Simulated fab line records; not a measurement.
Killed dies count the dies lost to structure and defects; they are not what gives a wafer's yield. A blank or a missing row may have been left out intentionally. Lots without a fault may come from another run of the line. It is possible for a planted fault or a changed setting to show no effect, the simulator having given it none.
fab line records | flow nand-harc
record: lots: 6 wafers: 18 last-day: 33
route steps=1302 shown A_SOURCE_PLATE@414 A_ONON_D1@424 END@1302
lots that met no fault: from a run of the same line without faults
start-h: hours from the record's opening day to when the first of the lot's shown wafers began | wait-h: hours elapsed since this lot's preceding step | " unchanged from the row above | L1.1+2: several wafers, shown together as one row | - no value, or no start was given | * or withheld: withheld | < > ~ a bound
route shown NAME@n: a module of which the file shows steps, and the number in the route of the first | usual: mean/standard deviation taken from wafers without a fault | same: alike in all rows | chamber/n: place in a boat | sites: per-site readings | _std_site: the standard deviation of these | _edge_site: outer sites' mean less inner sites' | radius-mm: how far each site lies from the wafer's centre | mask NAME#n: copy n | behind: the most recent tool/chamber to have shaped the wafer | hold: why the lot went on hold/how many hours it stayed there/how the hold came to an end | device: whichever transistor did not switch (one of n, p or np) | end of line: the route-end tests of the same wafers | a step given without rows: its recipe and nothing more | killed: count of dies lost to structure and defects at first sort (not the wafer's yield) | map: the dies of a wafer, with x for killed, . for not killed, _ for no die there
set.NAME: setting as actually run; set.NAME@STEP: the setting as run at that earlier step | model.NAME: the simulator's own value behind a step, which no gauge read
lots at some steps of the route; a table a step, a row a wafer
services: from which hour (start-h, from the record's first day; less than 0 if before it) a tool's chamber was out of use, for how many hours, and why
== steps ==
step: NHARC_A_SOURCE_PLATE_SRD_01
step: NHARC_A_SOURCE_PLATE_OXIDE_02
recipe: target-thk-a: 100 temp-c: 900 ox-time-s: 1362 material: SiO2
step: NHARC_A_SOURCE_PLATE_THK_MEAS_09
recipe: thk-meas-gauge: ellipsometry
usual: thk-nm: 9.8/1
columns lot.wafer tool chamber start-h wait-h thk-nm
L365.3 film-metro-01 - 159.61 0.4 8.1
L365.4 " - " " 10.6
L365.6 " - " " 9.1
L366.2 film-metro-01 - 163.87 0.4 9.6
L366.4 " - " " 10.9
L366.6 " - " " 10.0
L378.2 film-metro-01 - 288.66 0.4 11.3
L378.4 " - " " 10.3
L378.5 " - " " 9.5
L379.2 film-metro-01 - 292.74 0.4 11.5
L379.3 " - " " 10.9
L379.5 " - " " 7.9
L383.1 film-metro-02 - 330.51 0.4 8.8
L383.4 " - " " 9.4
L383.5 " - " " 8.5
L387.2 film-metro-01 - 383.52 0.4 10.3
L387.4 " - " " 10.0
L387.5 " - " " 11.0
step: NHARC_A_SOURCE_PLATE_PVD_04
recipe: target-thk-a: 500 material: WSi2
step: NHARC_A_SOURCE_PLATE_CVD_03
recipe: target-thk-a: 2000 temp-c: 620 pressure-mtorr: 200 time-s: 4000 material: poly-Si
step: NHARC_A_SOURCE_PLATE_ANNEAL_05
recipe: temp-c: 850 time-s: 1800
step: NHARC_A_SOURCE_PLATE_THK_MEAS_06
recipe: thk-meas-gauge: ellipsometry
usual: thk-nm: 199.9/2
columns lot.wafer tool chamber start-h wait-h thk-nm
L365.3 film-metro-01 - 172.16 0.4 198.6
L365.4 " - " " 201.1
L365.6 " - " " 201.6
L366.2 film-metro-01 - 176.43 0.4 198.2
L366.4 " - " " 200.6
L366.6 " - " " 198.4
L378.2 film-metro-01 - 301.55 0.4 197.5
L378.4 " - " " 196.9
L378.5 " - " " 198.8
L379.2 film-metro-01 - 307.91 0.4 199.4
L379.3 " - " " 201.0
L379.5 " - " " 202.3
L383.1 film-metro-02 - 343.03 0.4 201.7
L383.4 " - " " 201.1
L383.5 " - " " 201.7
L387.2 film-metro-01 - 398.98 0.4 196.7
L387.4 " - " " 198.7
L387.5 " - " " 197.8
step: NHARC_A_SOURCE_PLATE_INSPECT_08
usual: raw-defect-count: 60/23
columns lot.wafer tool chamber start-h wait-h raw-defect-count
L365.3 defect-inspect-02 - 172.23 0.0 60
L365.4 " - " " 49
L365.6 " - " " 60
L366.2 defect-inspect-02 - 176.53 0.0 87
L366.4 " - " " 80
L366.6 " - " " 53
L378.2 defect-inspect-01 - 301.61 0.0 79
L378.4 " - " " 68
L378.5 " - " " 78
L379.2 defect-inspect-01 - 307.98 0.0 45
L379.3 " - " " 79
L379.5 " - " " 47
L383.1 defect-inspect-01 - 343.09 0.0 29
L383.4 " - " " 53
L383.5 " - " " 77
L387.2 defect-inspect-01 - 399.04 0.0 70
L387.4 " - " " 38
L387.5 " - " " 49
step: NHARC_A_ONON_D1_DEP_00
recipe: target-thk-a: 10000 n2-flow-sccm: 2750 n2o-flow-sccm: 2000 nh3-flow-sccm: 500 sih4-flow-sccm: 210 temp-c: 400
step: NHARC_A_ONON_D1_THK_MEAS_02
recipe: thk-meas-gauge: ellipsometry
usual: thk-nm: 1002/9.3
columns lot.wafer tool chamber start-h wait-h thk-nm
L365.3 film-metro-02 - 172.81 - 1001
L365.4 " - " " 999
L365.6 " - " " 1000
L366.2 film-metro-01 - 177.11 - 1014
L366.4 " - " " 1017
L366.6 " - " " 1016
L378.2 film-metro-01 - 302.19 - 1001
L378.4 " - " " 1002
L378.5 " - " " 1001
L379.2 film-metro-01 - 308.56 - 1006
L379.3 " - " " 1006
L379.5 " - " " 1006
L383.1 film-metro-02 - 343.67 - 999
L383.4 " - " " 999
L383.5 " - " " 999
L387.2 film-metro-01 - 399.61 - 999
L387.4 " - " " 1000
L387.5 " - " " 999
step: NHARC_A_ONON_D1_DEP_03
recipe: target-thk-a: 10000 n2-flow-sccm: 2750 n2o-flow-sccm: 2000 nh3-flow-sccm: 500 sih4-flow-sccm: 210 temp-c: 400
columns lot.wafer tool chamber start-h wait-h
L365.3+4+6 pecvd-onon-04 0 172.98 0.2
L366.2+4+6 pecvd-onon-04 0 177.22 0.1
L378.2+4+5 pecvd-onon-04 0 302.31 0.1
L379.2+3+5 pecvd-onon-04 0 308.67 0.1
L383.1+4+5 pecvd-onon-02 0 343.73 0.1
L387.2+4+5 pecvd-onon-02 0 399.72 0.1
step: NHARC_A_ONON_D1_THK_MEAS_05
recipe: thk-meas-gauge: ellipsometry
usual: thk-nm: 997/9.9
columns lot.wafer tool chamber start-h wait-h thk-nm
L365.3 film-metro-01 - 173.38 - 1006
L365.4 " - " " 1007
L365.6 " - " " 1007
L366.2 film-metro-01 - 177.67 - 999
L366.4 " - " " 998
L366.6 " - " " 998
L378.2 film-metro-01 - 302.76 - 1082
L378.4 " - " " 1080
L378.5 " - " " 998
L379.2 film-metro-01 - 309.13 - 1067
L379.3 " - " " 983
L379.5 " - " " 984
L383.1 film-metro-02 - 344.25 - 995
L383.4 " - " " 996
L383.5 " - " " 997
L387.2 film-metro-02 - 400.17 - 1012
L387.4 " - " " 1012
L387.5 " - " " 1015
step: NHARC_A_ONON_D1_DEP_06
recipe: target-thk-a: 10000 n2-flow-sccm: 2750 n2o-flow-sccm: 2000 nh3-flow-sccm: 500 sih4-flow-sccm: 210 temp-c: 400
step: NHARC_END_SORT_01
recipe: temp-c: 25
usual: killed-at-array: 52/17 killed-at-other: 1.2/1.4 killed-at-periphery: 4.7/2.9 killed-dies: 58/17 killed-open: 3.2/1.9 killed-short: 2.4/1.4
same: gross-dies: 677
columns lot.wafer tool chamber start-h wait-h killed-at-array killed-at-other killed-at-periphery killed-dies killed-open killed-short
L378.2 prober-02 0 698.75 2.8 669 0 8 677 3 3
L378.4 prober-02 0 700.38 3.4 675 0 2 677 1 1
L379.2 prober-01 0 698.78 2.8 674 0 3 677 7 5
killed by level:class
L378.2 A_ONON_D1:area-dep=618 A_CHANNEL_HOLE_D2:chamber-film-flake=20 A_CONTACT:chamber-film-flake=10 A_CHANNEL_HOLE_D1:chamber-film-flake=7 A_STAIRCASE:chamber-film-flake=5 A_SLIT:chamber-film-flake=3 A_BLC:chamber-film-flake=3 P_GATE:geometric-particle:open=2
L379.2 A_ONON_D1:area-dep=590 A_SLIT:chamber-film-flake=38 A_CHANNEL_HOLE_D1:chamber-film-flake=24 A_CONTACT:chamber-film-flake=8 A_CHANNEL_FILL_D2:geometric-particle:short=3 A_STAIRCASE:chamber-film-flake=2 P_CONTACT:geometric-particle:open=1 P_M1:geometric-particle:open=1
L378.4 A_ONON_D1:area-dep=633 A_CHANNEL_HOLE_D2:chamber-film-flake=21 A_CHANNEL_HOLE_D1:chamber-film-flake=9 A_SLIT:chamber-film-flake=4 A_CONTACT:chamber-film-flake=3 A_ZERO_WELL:chamber-film-flake=2 A_STAIRCASE:chamber-film-flake=2 P_CONTACT:geometric-particle:open=1
map L378.2 (x killed, . not)
____________x____________
_________xxxxxxx_________
_______xxxxxxxxxxx_______
______xxxxxxxxxxxxx______
_____xxxxxxxxxxxxxxx_____
____xxxxxxxxxxxxxxxxx____
____xxxxxxxxxxxxxxxxx____
___xxxxxxxxxxxxxxxxxxx___
___xxxxxxxxxxxxxxxxxxx___
__xxxxxxxxxxxxxxxxxxxxx__
__xxxxxxxxxxxxxxxxxxxxx__
_xxxxxxxxxxxxxxxxxxxxxxx_
_xxxxxxxxxxxxxxxxxxxxxxx_
_xxxxxxxxxxxxxxxxxxxxxxx_
_xxxxxxxxxxxxxxxxxxxxxxx_
_xxxxxxxxxxxxxxxxxxxxxxx_
xxxxxxxxxxxxxxxxxxxxxxxxx
xxxxxxxxxxxxxxxxxxxxxxxxx
xxxxxxxxxxxxxxxxxxxxxxxxx
xxxxxxxxxxxxxxxxxxxxxxxxx
xxxxxxxxxxxxxxxxxxxxxxxxx
_xxxxxxxxxxxxxxxxxxxxxxx_
_xxxxxxxxxxxxxxxxxxxxxxx_
_xxxxxxxxxxxxxxxxxxxxxxx_
_xxxxxxxxxxxxxxxxxxxxxxx_
_xxxxxxxxxxxxxxxxxxxxxxx_
__xxxxxxxxxxxxxxxxxxxxx__
__xxxxxxxxxxxxxxxxxxxxx__
___xxxxxxxxxxxxxxxxxxx___
___xxxxxxxxxxxxxxxxxxx___
____xxxxxxxxxxxxxxxxx____
____xxxxxxxxxxxxxxxxx____
_____xxxxxxxxxxxxxxx_____
______xxxxxxxxxxxxx______
_______xxxxxxxxxxx_______
_________xxxxxxx_________
____________x____________
map L379.2 (x killed, . not)
____________x____________
_________xxxxxxx_________
_______xxxxxxxxxxx_______
______xxxxxxxxxxxxx______
_____xxxxxxxxxxxxxxx_____
____xxxxxxxxxxxxxxxxx____
____xxxxxxxxxxxxxxxxx____
___xxxxxxxxxxxxxxxxxxx___
___xxxxxxxxxxxxxxxxxxx___
__xxxxxxxxxxxxxxxxxxxxx__
__xxxxxxxxxxxxxxxxxxxxx__
_xxxxxxxxxxxxxxxxxxxxxxx_
_xxxxxxxxxxxxxxxxxxxxxxx_
_xxxxxxxxxxxxxxxxxxxxxxx_
_xxxxxxxxxxxxxxxxxxxxxxx_
_xxxxxxxxxxxxxxxxxxxxxxx_
xxxxxxxxxxxxxxxxxxxxxxxxx
xxxxxxxxxxxxxxxxxxxxxxxxx
xxxxxxxxxxxxxxxxxxxxxxxxx
xxxxxxxxxxxxxxxxxxxxxxxxx
xxxxxxxxxxxxxxxxxxxxxxxxx
_xxxxxxxxxxxxxxxxxxxxxxx_
_xxxxxxxxxxxxxxxxxxxxxxx_
_xxxxxxxxxxxxxxxxxxxxxxx_
_xxxxxxxxxxxxxxxxxxxxxxx_
_xxxxxxxxxxxxxxxxxxxxxxx_
__xxxxxxxxxxxxxxxxxxxxx__
__xxxxxxxxxxxxxxxxxxxxx__
___xxxxxxxxxxxxxxxxxxx___
___xxxxxxxxxxxxxxxxxxx___
____xxxxxxxxxxxxxxxxx____
____xxxxxxxxxxxxxxxxx____
_____xxxxxxxxxxxxxxx_____
______xxxxxxxxxxxxx______
_______xxxxxxxxxxx_______
_________xxxxxxx_________
____________x____________
== services ==
columns tool chamber start-h hours kind
pecvd-onon-02 - 185.00 13.0 pm
pecvd-onon-04 - 311.00 13.0 pm
pecvd-onon-02 - 366.28 13.0 pm
== key ==
first-sign: step: NHARC_A_ONON_D1_THK_MEAS_05 reading: thk-nm direction: up sigmas: 8 usual: 997 struck: 1076
effect: step: NHARC_END_SORT_01 reading: killed-at-array direction: up sigmas: 37 usual: 52 struck: 673
more-kills-born-at: NHARC_A_ONON_D1_DEP_03@pecvd-onon-04: 1841
met-at NHARC_A_ONON_D1_DEP_03
struck-wafers L378.2,L378.4,L379.2
later-rows-left-out L378.2,L378.4,L379.2
tester-left-out L378,L379
onset-between 177.22 302.31
fault: kind: process-parameter-drift tool: pecvd-onon-04 chamber: - onset-h: 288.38 steps: NHARC_A_ONON_D1_DEP_03 channel: target-thk-a offset: * shape: step end-h: 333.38 scope: struck-wafers-only acts-in: * stated: *
tester-left-out: of these lots the tester's yield and bins aren't shown, on N5 and GAA mostly nor the transistor test; their killed dies are dies lost to structure and defects alone, not to doping, threshold or leakage, so they don't give the yield
later-rows-left-out: the simulator's readings of these wafers behind a module that went badly wrong aren't trusted and aren't shown, but for the sort
